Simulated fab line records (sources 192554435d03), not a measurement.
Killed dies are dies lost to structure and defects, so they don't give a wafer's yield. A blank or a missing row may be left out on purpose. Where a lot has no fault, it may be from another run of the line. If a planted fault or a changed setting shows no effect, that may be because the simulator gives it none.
Comparing a struck lot with a sound one / flow n5_finfet / 16 steps out of a route of 1938
Sound: wafers L621.3, L621.4, L621.5. Struck: wafers L619.1, L619.6 (left out: L619.5, a lot-mate that was not struck); the cause follows at the end.
At each step with rows: each side's tool, then ch and its chambers, then its first start. Under that, the readings that differ: sound wafers / struck wafers / difference of the means / sigmas: that difference in standard deviations of wafers without a fault.
alike: a reading whose means differ by less than 2 such deviations, as well as words and numbers matching on both sides. not compared: withheld readings; readings where some wafer has no value; bounds like >300 that might hide an equal value; numbers whose values overlap and for which the record gives no deviation.
Wherever a step has rows on one side only, a row that says differs or no value, or a row with sigmas, the two part there. Numbers that don't overlap but have no deviation are shown without sigmas and don't part them. A reading missing from all wafers of one side parts the sides only when that side holds two or more wafers.

N5_MOL_CONTACT_COAG_OVL_MEAS_85:
  sound on overlay-01 ch 0, day 9 10:09; struck on overlay-02 ch 0, day 9 07:12
reading=VG_OVL (nm); sound=-2.3 -1.2 -2.9; struck=-0.2 -0.8; difference=+1.6; sigmas=+2
N5_MOL_CONTACT_COAG_INSPECT_57: inspects for defects (brightfield).
  sound: defect_inspect-01 at day 9 10:12; struck: defect_inspect-01 at day 9 07:16
  alike: raw_defect_count
N5_MOL_CONTACT_COAG_DESCUM_88: chemistry O2, time 7 s.
  sound on rie_diel-04 ch 2,3, day 9 11:00; struck on rie_diel-03 ch 0,3, day 9 07:17
  alike: drypump_motor_current_A, oes_product_au, rf_vpp_V, showerhead_plenum_p_Torr, throttle_valve_pct
  not compared: rf_hours_counter_h
N5_MOL_CONTACT_COAG_ETCH_89: etches underlayer in N2/H2, target depth 13 nm, time 10.4 s.
  sound on rie_diel-04 ch 2,3, day 9 11:02; struck on rie_diel-03 ch 0,3, day 9 07:20
  alike: drypump_motor_current_A, etch_rf_on_time_s, oes_product_au, rf_vpp_V, showerhead_plenum_p_Torr, throttle_valve_pct
  not compared: rf_hours_counter_h
N5_MOL_CONTACT_COAG_ETCH_90: etches SiARC in CF4, target depth 13 nm, time 21.7 s.
  sound on rie_diel-04 ch 2,3, day 9 11:04; struck on rie_diel-03 ch 0,3, day 9 07:21
  alike: drypump_motor_current_A, etch_rf_on_time_s, mfc_ar_sccm, oes_product_au, rf_vpp_V, showerhead_plenum_p_Torr, throttle_valve_pct
  not compared: rf_hours_counter_h
then, 5 steps without rows for these wafers: N5_MOL_CONTACT_COAG_ALD_131 (deposits SiO2, target thk 5 nm, pulse time 1 s, co reactant pulse time 1 s); N5_MOL_CONTACT_COAG_ETCHBACK_132 (etches SiO2 in CHF3, target depth 10 nm, time 6.7 s); N5_MOL_CONTACT_COAG_ETCH_91 (etches SOC in N2/H2, target depth 60 nm, overetch 21 nm, time 101.2 s); N5_MOL_CONTACT_COAG_STRIP_92 (strips in N2/H2); N5_MOL_CONTACT_COAG_STRIP_93 (strips in N2/H2).
N5_MOL_CONTACT_COAG_ETCHBACK_135: etches SiO2 in CHF3, target depth 25 nm, time 16.7 s.
  sound on rie_diel-03 ch 0,1, day 9 11:43; struck on rie_diel-04 ch 2,3, day 9 07:59
  alike: CHF3_flow_sccm, drypump_motor_current_A, mfc_ar_sccm, oes_f_703_au, oes_product_au, rf_vpp_V, showerhead_plenum_p_Torr, throttle_valve_pct
  not compared: rf_hours_counter_h
then, 1 step without rows for these wafers: N5_MOL_CONTACT_COAG_STRIP_118 (strips in CHF3).
N5_MOL_CONTACT_COAG_VIA_ETCH_46: etches SiO2 in C4F6/O2, target depth 46 nm, overetch 9.2 nm, time 40 s.
  sound on rie_diel-03 ch 0,1, day 9 11:46; struck on rie_diel-04 ch 2,3, day 9 08:02
reading=model.SOC_of_MOL_CONTACT_COAG_COAT_75.thk_nm (nm); sound=50.2 50.6 50.2; struck=48.2 48; difference=-2.2; sigmas=
  alike: C4F6_flow_sccm, drypump_motor_current_A, mfc_ar_sccm, oes_f_703_au, oes_product_au, rf_vpp_V, showerhead_plenum_p_Torr, throttle_valve_pct
  not compared: rf_hours_counter_h
N5_MOL_CONTACT_COAG_STRIP_96: strips in N2/H2.
  sound on rie_diel-03 ch 0,1, day 9 11:49; struck on rie_diel-04 ch 2,3, day 9 08:05
  alike: drypump_motor_current_A, oes_product_au, rf_vpp_V, showerhead_plenum_p_Torr, throttle_valve_pct
  not compared: rf_hours_counter_h
-- record jumps: 3 days separate the struck wafers' starts on either side; left off in module MOL_CONTACT_COAG, taken up again in module BEOL_M4, whose first shown step is the route's number 1111 --
N5_BEOL_M4_RC_MEAS_101:
  sound on prober-01 ch 0, day 12 19:33; struck on prober-02 ch 0, day 12 03:52
  alike: DIBL_N, DIBL_P, IOFF_N, IOFF_P, ION_N, ION_P, SS_N, SS_P, VT_N, VT_P
-- here the record skips 4 days between the struck wafers' starts before and after, leaving off in module BEOL_M4 and picking up in module PASSIVATION (first step shown: number 1936 of the route) --
N5_PASSIVATION_PROBE_49:
  sound: prober-02 at day 16 18:52; struck: prober-02 at day 16 08:01
  alike: defect_limited_yield, killed_at_M0_to_M3, killed_at_M4_up, killed_at_contacts, killed_at_front_end, killed_at_other, killed_dies, killed_on_rim, killed_open, killed_short, sort_bin_5_function, sort_bin_6_memory, sort_n_pass, sort_yield_pct

WHERE THEY PART
Within this record, at N5_MOL_CONTACT_COAG_OVL_MEAS_85 only. Later steps at which nothing parts them and some readings are alike: N5_MOL_CONTACT_COAG_INSPECT_57, N5_MOL_CONTACT_COAG_DESCUM_88, N5_MOL_CONTACT_COAG_ETCH_89, N5_MOL_CONTACT_COAG_ETCH_90, N5_MOL_CONTACT_COAG_ETCHBACK_135, N5_MOL_CONTACT_COAG_VIA_ETCH_46, N5_MOL_CONTACT_COAG_STRIP_96, N5_BEOL_M4_RC_MEAS_101, N5_PASSIVATION_PROBE_49.

WHY: what had been put in by the simulator
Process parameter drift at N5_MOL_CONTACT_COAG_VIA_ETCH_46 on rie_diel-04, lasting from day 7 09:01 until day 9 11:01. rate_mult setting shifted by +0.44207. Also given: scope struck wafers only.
